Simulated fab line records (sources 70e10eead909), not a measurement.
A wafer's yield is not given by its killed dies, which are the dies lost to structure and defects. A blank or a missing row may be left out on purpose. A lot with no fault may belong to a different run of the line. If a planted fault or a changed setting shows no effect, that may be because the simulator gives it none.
Which tool was responsible? / flow nand_harc / Sampling: 12 lots, 36 wafers, 5 of 1302 route steps

WHAT THE GAUGES READ, wafer by wafer
NHARC_END_SORT_01. Usual: killed_at_array 57, standard deviation 20; killed_at_other 1.0, standard deviation 1.5; killed_at_periphery 3.5, standard deviation 2.5; killed_dies 62, standard deviation 21; killed_open 3.5, standard deviation 1.9; killed_short 2.4, standard deviation 1.6.
lot=L555; measured=day 27 18:12; on=prober-02; killed_at_array=47 53; killed_at_other=1 0; killed_at_periphery=2 4; killed_dies=50 57; killed_open=4 8; killed_short=3 3; flag=

TOOL THAT RAN EACH LOT (tool first, then ch and the chambers of the sampled wafers, then the start)
lot=L549; NHARC_P_GATE_RTA_82=rtp_anneal-02 ch 0, day 6 09:44; NHARC_P_CONTACT_DEP_00=pecvd-04 ch 0,2, day 6 11:50 or earlier; NHARC_P_CONTACT_ETCH_35=rie_diel-12 ch 0,2,3, day 6 11:50; NHARC_P_CONTACT_DEGAS_38=pvd_sputter-01, day 6 13:20
lot=L550; NHARC_P_GATE_RTA_82=rtp_anneal-02 ch 0, day 6 12:38; NHARC_P_CONTACT_DEP_00=pecvd-04 ch 0,1,2, day 6 14:41 or earlier; NHARC_P_CONTACT_ETCH_35=rie_diel-12 ch 1,2, day 6 14:41; NHARC_P_CONTACT_DEGAS_38=pvd_sputter-01, day 6 16:12
lot=L555; NHARC_P_GATE_RTA_82=rtp_anneal-01 ch 0, day 8 21:48; NHARC_P_CONTACT_DEP_00=pecvd-02 ch 0,1,2, day 8 23:53 or earlier; NHARC_P_CONTACT_ETCH_35=rie_diel-06 ch 0,2, day 8 23:53; NHARC_P_CONTACT_DEGAS_38=pvd_sputter-02, day 9 01:23
lot=L560; NHARC_P_GATE_RTA_82=rtp_anneal-01 ch 0, day 10 17:29; NHARC_P_CONTACT_DEP_00=pecvd-04 ch 0,1, day 10 19:45 or earlier; NHARC_P_CONTACT_ETCH_35=rie_diel-12 ch 0,1,3, day 10 19:45; NHARC_P_CONTACT_DEGAS_38=pvd_sputter-02, day 10 21:14
lot=L562; NHARC_P_GATE_RTA_82=rtp_anneal-02 ch 0, day 11 23:12; NHARC_P_CONTACT_DEP_00=pecvd-01 ch 0,1,2, day 12 01:10 or earlier; NHARC_P_CONTACT_ETCH_35=rie_diel-06 ch 0,1, day 12 01:10; NHARC_P_CONTACT_DEGAS_38=pvd_sputter-03, day 12 02:59
lot=L563; NHARC_P_GATE_RTA_82=rtp_anneal-01 ch 0, day 12 01:55; NHARC_P_CONTACT_DEP_00=pecvd-04 ch 0,2, day 12 03:53 or earlier; NHARC_P_CONTACT_ETCH_35=rie_diel-06 ch 0,1, day 12 03:53; NHARC_P_CONTACT_DEGAS_38=pvd_sputter-01, day 12 05:30
lot=L564; NHARC_P_GATE_RTA_82=rtp_anneal-01 ch 0, day 12 14:40; NHARC_P_CONTACT_DEP_00=pecvd-02 ch 0,1,2, day 12 16:43 or earlier; NHARC_P_CONTACT_ETCH_35=rie_diel-13 ch 0,2, day 12 16:43; NHARC_P_CONTACT_DEGAS_38=pvd_sputter-03, day 12 18:13
lot=L565; NHARC_P_GATE_RTA_82=rtp_anneal-02 ch 0, day 13 10:35; NHARC_P_CONTACT_DEP_00=pecvd-01 ch 1,2, day 13 12:41 or earlier; NHARC_P_CONTACT_ETCH_35=rie_diel-06 ch 0,2, day 13 12:41; NHARC_P_CONTACT_DEGAS_38=pvd_sputter-03, day 13 14:19
lot=L567; NHARC_P_GATE_RTA_82=rtp_anneal-02 ch 0, day 13 22:11; NHARC_P_CONTACT_DEP_00=pecvd-01 ch 2, day 13 22:48; NHARC_P_CONTACT_ETCH_35=rie_diel-13 ch 0,2, day 14 00:31; NHARC_P_CONTACT_DEGAS_38=pvd_sputter-03, day 14 02:01
lot=L569; NHARC_P_GATE_RTA_82=rtp_anneal-01 ch 0, day 14 10:15; NHARC_P_CONTACT_DEP_00=pecvd-04 ch 0,1,2, day 14 12:18 or earlier; NHARC_P_CONTACT_ETCH_35=rie_diel-06 ch 0,3, day 14 12:18; NHARC_P_CONTACT_DEGAS_38=pvd_sputter-01, day 14 13:47
lot=L571; NHARC_P_GATE_RTA_82=rtp_anneal-02 ch 0, day 15 02:03; NHARC_P_CONTACT_DEP_00=pecvd-02 ch 0,1,2, day 15 04:29 or earlier; NHARC_P_CONTACT_ETCH_35=rie_diel-13 ch 0,1,2, day 15 04:29; NHARC_P_CONTACT_DEGAS_38=pvd_sputter-01, day 15 05:58
lot=L570; NHARC_P_GATE_RTA_82=rtp_anneal-01 ch 0, day 15 02:23; NHARC_P_CONTACT_DEP_00=pecvd-04 ch 0,1,2, day 15 04:30 or earlier; NHARC_P_CONTACT_ETCH_35=rie_diel-12 ch 0,1,2, day 15 04:30; NHARC_P_CONTACT_DEGAS_38=pvd_sputter-03, day 15 06:00
- NHARC_P_GATE_RTA_82: time 30 s.
- NHARC_P_CONTACT_DEP_00: deposits SiO2, target thk 500 nm.
- NHARC_P_CONTACT_ETCH_35: etches the open film in CF4, target depth 39 nm, time 65 s.
- NHARC_P_CONTACT_DEGAS_38: time 60 s.

AS READ BY THE TOOLS THEMSELVES (means over the sampled wafers that have a number; for cases with no such wafer, the mark the record gives instead)
NHARC_P_GATE_RTA_82. Usual: lamp_power_pct 4.12 %, standard deviation 0.24; lamp_zone_5_pct 4.14 %, standard deviation 0.24; wafer_temp_C_max 451.9, standard deviation 0.54.
lot=L549; tool=rtp_anneal-02; lamp_power_pct (%)=3.90; lamp_zone_5_pct (%)=3.91; wafer_temp_C_max=452.2; flag=
lot=L550; tool=rtp_anneal-02; lamp_power_pct (%)=3.90; lamp_zone_5_pct (%)=3.92; wafer_temp_C_max=453.1; flag=
lot=L555; tool=rtp_anneal-01; lamp_power_pct (%)=4.38; lamp_zone_5_pct (%)=4.39; wafer_temp_C_max=451.6; flag=
lot=L560; tool=rtp_anneal-01; lamp_power_pct (%)=4.38; lamp_zone_5_pct (%)=4.39; wafer_temp_C_max=451.3; flag=
lot=L562; tool=rtp_anneal-02; lamp_power_pct (%)=3.90; lamp_zone_5_pct (%)=3.92; wafer_temp_C_max=452.1; flag=
lot=L563; tool=rtp_anneal-01; lamp_power_pct (%)=4.38; lamp_zone_5_pct (%)=4.40; wafer_temp_C_max=451.3; flag=
lot=L564; tool=rtp_anneal-01; lamp_power_pct (%)=4.37; lamp_zone_5_pct (%)=4.40; wafer_temp_C_max=451.8; flag=
lot=L565; tool=rtp_anneal-02; lamp_power_pct (%)=3.90; lamp_zone_5_pct (%)=3.92; wafer_temp_C_max=452.6; flag=
lot=L567; tool=rtp_anneal-02; lamp_power_pct (%)=3.90; lamp_zone_5_pct (%)=3.91; wafer_temp_C_max=452.4; flag=
lot=L569; tool=rtp_anneal-01; lamp_power_pct (%)=4.38; lamp_zone_5_pct (%)=4.39; wafer_temp_C_max=451.5; flag=
lot=L571; tool=rtp_anneal-02; lamp_power_pct (%)=3.90; lamp_zone_5_pct (%)=3.91; wafer_temp_C_max=452.8; flag=
lot=L570; tool=rtp_anneal-01; lamp_power_pct (%)=4.38; lamp_zone_5_pct (%)=4.40; wafer_temp_C_max=451.5; flag=

NHARC_P_CONTACT_DEP_00. Usual: heater_power_w 563 W, standard deviation 81; showerhead_vpp_V 1870 V, standard deviation 110; throttle_valve_pct 16.2 %, standard deviation 0.77.
lot=L549; tool=pecvd-04; heater_power_w (W)=613; showerhead_vpp_V (V)=1923; throttle_valve_pct (%)=16.3; flag=
lot=L550; tool=pecvd-04; heater_power_w (W)=581; showerhead_vpp_V (V)=1948; throttle_valve_pct (%)=16.6; flag=
lot=L555; tool=pecvd-02; heater_power_w (W)=461; showerhead_vpp_V (V)=1863; throttle_valve_pct (%)=15.5; flag=
lot=L560; tool=pecvd-04; heater_power_w (W)=576; showerhead_vpp_V (V)=1991; throttle_valve_pct (%)=17.4; flag=
lot=L562; tool=pecvd-01; heater_power_w (W)=619; showerhead_vpp_V (V)=1785; throttle_valve_pct (%)=16.4; flag=
lot=L563; tool=pecvd-04; heater_power_w (W)=569; showerhead_vpp_V (V)=1950; throttle_valve_pct (%)=16.9; flag=
lot=L564; tool=pecvd-02; heater_power_w (W)=520; showerhead_vpp_V (V)=1848; throttle_valve_pct (%)=15.2; flag=
lot=L565; tool=pecvd-01; heater_power_w (W)=545; showerhead_vpp_V (V)=1877; throttle_valve_pct (%)=16.1; flag=
lot=L567; tool=pecvd-01; heater_power_w (W)=470; showerhead_vpp_V (V)=1678; throttle_valve_pct (%)=16.4; flag=
lot=L569; tool=pecvd-04; heater_power_w (W)=584; showerhead_vpp_V (V)=1925; throttle_valve_pct (%)=16.6; flag=
lot=L571; tool=pecvd-02; heater_power_w (W)=537; showerhead_vpp_V (V)=1851; throttle_valve_pct (%)=15.3; flag=
lot=L570; tool=pecvd-04; heater_power_w (W)=578; showerhead_vpp_V (V)=1960; throttle_valve_pct (%)=16.4; flag=

NHARC_P_CONTACT_ETCH_35. Usual: drypump_motor_current_A 5.7 A, standard deviation 0.52; oes_product_au 1.006 a.u., standard deviation 0.011; rf_vpp_V 151.0 V, standard deviation 1; showerhead_plenum_p_Torr 1.75 Torr, standard deviation 0.053; throttle_valve_pct 13.283 %, standard deviation 0.0088.
lot=L549; tool=rie_diel-12; drypump_motor_current_A (A)=5.5; oes_product_au (a.u.)=1.000; rf_vpp_V (V)=150.9; showerhead_plenum_p_Torr (Torr)=1.75; throttle_valve_pct (%)=13.280; flag=
lot=L550; tool=rie_diel-12; drypump_motor_current_A (A)=5.9; oes_product_au (a.u.)=0.998; rf_vpp_V (V)=150.8; showerhead_plenum_p_Torr (Torr)=1.73; throttle_valve_pct (%)=13.287; flag=
lot=L555; tool=rie_diel-06; drypump_motor_current_A (A)=5.9; oes_product_au (a.u.)=0.904; rf_vpp_V (V)=150.7; showerhead_plenum_p_Torr (Torr)=1.76; throttle_valve_pct (%)=13.288; flag=OFF
lot=L560; tool=rie_diel-12; drypump_motor_current_A (A)=5.9; oes_product_au (a.u.)=0.998; rf_vpp_V (V)=151.5; showerhead_plenum_p_Torr (Torr)=1.77; throttle_valve_pct (%)=13.290; flag=
lot=L562; tool=rie_diel-06; drypump_motor_current_A (A)=5.7; oes_product_au (a.u.)=1.007; rf_vpp_V (V)=151.9; showerhead_plenum_p_Torr (Torr)=1.78; throttle_valve_pct (%)=13.277; flag=
lot=L563; tool=rie_diel-06; drypump_motor_current_A (A)=5.5; oes_product_au (a.u.)=1.004; rf_vpp_V (V)=151.1; showerhead_plenum_p_Torr (Torr)=1.76; throttle_valve_pct (%)=13.276; flag=
lot=L564; tool=rie_diel-13; drypump_motor_current_A (A)=5.1; oes_product_au (a.u.)=1.008; rf_vpp_V (V)=150.1; showerhead_plenum_p_Torr (Torr)=1.71; throttle_valve_pct (%)=13.285; flag=
lot=L565; tool=rie_diel-06; drypump_motor_current_A (A)=6.0; oes_product_au (a.u.)=1.005; rf_vpp_V (V)=151.3; showerhead_plenum_p_Torr (Torr)=1.76; throttle_valve_pct (%)=13.287; flag=
lot=L567; tool=rie_diel-13; drypump_motor_current_A (A)=5.1; oes_product_au (a.u.)=1.016; rf_vpp_V (V)=150.0; showerhead_plenum_p_Torr (Torr)=1.75; throttle_valve_pct (%)=13.295; flag=
lot=L569; tool=rie_diel-06; drypump_motor_current_A (A)=5.4; oes_product_au (a.u.)=1.014; rf_vpp_V (V)=150.4; showerhead_plenum_p_Torr (Torr)=1.76; throttle_valve_pct (%)=13.280; flag=
lot=L571; tool=rie_diel-13; drypump_motor_current_A (A)=5.6; oes_product_au (a.u.)=1.008; rf_vpp_V (V)=150.8; showerhead_plenum_p_Torr (Torr)=1.75; throttle_valve_pct (%)=13.287; flag=
lot=L570; tool=rie_diel-12; drypump_motor_current_A (A)=5.6; oes_product_au (a.u.)=1.004; rf_vpp_V (V)=151.5; showerhead_plenum_p_Torr (Torr)=1.77; throttle_valve_pct (%)=13.280; flag=

NHARC_P_CONTACT_DEGAS_38. Usual: heater_power_w reads 471 W (standard deviation 56).
lot=L549; tool=pvd_sputter-01; heater_power_w (W)=472; flag=
lot=L550; tool=pvd_sputter-01; heater_power_w (W)=464; flag=
lot=L555; tool=pvd_sputter-02; heater_power_w (W)=484; flag=
lot=L560; tool=pvd_sputter-02; heater_power_w (W)=443; flag=
lot=L562; tool=pvd_sputter-03; heater_power_w (W)=522; flag=
lot=L563; tool=pvd_sputter-01; heater_power_w (W)=467; flag=
lot=L564; tool=pvd_sputter-03; heater_power_w (W)=519; flag=
lot=L565; tool=pvd_sputter-03; heater_power_w (W)=517; flag=
lot=L567; tool=pvd_sputter-03; heater_power_w (W)=474; flag=
lot=L569; tool=pvd_sputter-01; heater_power_w (W)=457; flag=
lot=L571; tool=pvd_sputter-01; heater_power_w (W)=429; flag=
lot=L570; tool=pvd_sputter-03; heater_power_w (W)=520; flag=

THE ANSWER, worked out from the rows above alone
Rule: a lot counts as off when the mean over its wafers that have a number is more than 3 standard deviations away from the usual mean. Also off: a lot with no number at a reading for which 4 or more lots have one. Any other lot the step has rows for is counted as sound. After the gauges, taken in route order, come the tools' own readings; for these a lot's mean is taken, as printed above. The first step at which some lot is off is used, and at that step the reading that is off furthest; a lot without a number counts as furthest.
Off at NHARC_P_CONTACT_ETCH_35 (oes_product_au): L555.
A tool fits if, at that step or a process step before it, it ran every lot that is off, and no sound lot after the first of them. NHARC_P_CONTACT_DEP_00: start missing for some lots; hours and lot order therefore follow NHARC_P_CONTACT_ETCH_35. Of those tried, none fits.

WHAT THE SIMULATOR HAD INSERTED
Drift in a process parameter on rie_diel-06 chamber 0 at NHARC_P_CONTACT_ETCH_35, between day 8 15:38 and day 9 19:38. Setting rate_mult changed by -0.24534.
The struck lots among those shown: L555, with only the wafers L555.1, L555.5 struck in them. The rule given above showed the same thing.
